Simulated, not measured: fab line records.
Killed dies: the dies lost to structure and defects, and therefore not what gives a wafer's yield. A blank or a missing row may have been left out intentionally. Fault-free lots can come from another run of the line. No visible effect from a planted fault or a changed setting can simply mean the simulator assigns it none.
Matching of chambers -- flow n5Finfet -- N5_BEOL_M7_STRIP_36 on rieDiel-03: 4 sister chambers
The step strips in N2/H2. 4 wafers are shown with their chamber, then 10 later ones without.

EACH WAFER AND ITS CHAMBER
wafer,chamber,drypumpMotorCurrentA (A)
L084.6,1,6.6
L088.2,0,5.6
L090.2,2,6.4
L090.3,3,5.8

WAFERS MISSING THEIR CHAMBER
wafer,drypumpMotorCurrentA (A)
L090.6,6.6
L093.1,6.6
L093.5,5.7
L093.6,6.4
L094.1,5.7
L094.3,6.6
L094.4,5.7
L097.3,5.8
L097.4,5.7
L097.6,5.8

WHICH CHAMBER EACH WENT THROUGH
wafer,from the rows above,in truth
L090.6,1,1
L093.1,1,1
L093.5,can't be placed: 3 or 0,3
L093.6,2,2
L094.1,can't be placed: 3 or 0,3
L094.3,1,1
L094.4,can't be placed: 3 or 0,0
L097.3,3,3
L097.4,can't be placed: 3 or 0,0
L097.6,3,3
Placed correctly: 6 of 10. These rows do not allow placing 4 (true chamber among the candidates in 4). Placed wrongly: 0.
How it was worked out, from the rows above alone: a wafer's distance from a chamber is the root of the sum, over the readings, of the square of ((its reading less the chamber's mean) divided by the reading's scatter). The wafer belongs to the nearest chamber; if the next one is less than 2 further off, it can't be placed. For every chamber, the mean is computed from those of its wafers that are shown. The scatter: root of mean squared gap, hidden wafer to nearest shown wafer, with one shown wafer a chamber.
